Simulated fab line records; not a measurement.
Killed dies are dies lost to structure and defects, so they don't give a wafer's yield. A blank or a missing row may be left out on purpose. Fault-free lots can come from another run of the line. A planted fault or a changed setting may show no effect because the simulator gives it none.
What tool caused it? + flow n5Finfet + at 1 step of a route of 1938, 8 lots with 24 wafers sampled

## WHAT THE GAUGES READ, wafer by wafer
N5_BEOL_M4_RC_MEAS_101.
| lot  | measured     | on        | DIBL_N (mV/V)  |
|------|--------------|-----------|----------------|
| L339 | day 9 04:28  | prober-01 | 33.5 33.3 34.0 |
| L342 | day 11 01:00 | prober-01 | 34.3 35.9 33.5 |
| L346 | day 11 06:17 | prober-01 | 32.3 35.7 34.8 |
| L345 | day 11 08:31 | prober-02 | 35.2 36.0 34.7 |
| L352 | day 13 23:33 | prober-02 | 34.6 35.2 35.7 |
| L355 | day 14 05:44 | prober-01 | 33.6 36.4 33.3 |
| L356 | day 14 18:48 | prober-01 | 34.3 37.4 36.3 |
| L357 | day 14 19:01 | prober-02 | 38.4 33.5 35.1 |

## WHAT TOOL EACH LOT RAN ON (gives the tool, then ch and the chambers of the sampled wafers, and finally the start)
The record holds no process step before these readings.

## THE ANSWER, worked out from the rows above alone
Rule: the usual values come from the lots themselves. The widest of any qualifying gaps counts: lots, ordered by their means at a reading, are off when they make up no more than a third of the lots, leave a main group of 4 or more, and stand apart from it by 3 or more times the standard deviation of that group's means. The tables above print the reading to a certain number of digits; a main group whose means all agree to those digits is not used. Also off: a lot with no number at a reading for which 4 or more lots have one. All remaining lots with rows at the step are treated as sound.
Nothing can be told from this: no lot is off at any reading shown.

## WHAT WAS PUT IN BY THE SIMULATOR
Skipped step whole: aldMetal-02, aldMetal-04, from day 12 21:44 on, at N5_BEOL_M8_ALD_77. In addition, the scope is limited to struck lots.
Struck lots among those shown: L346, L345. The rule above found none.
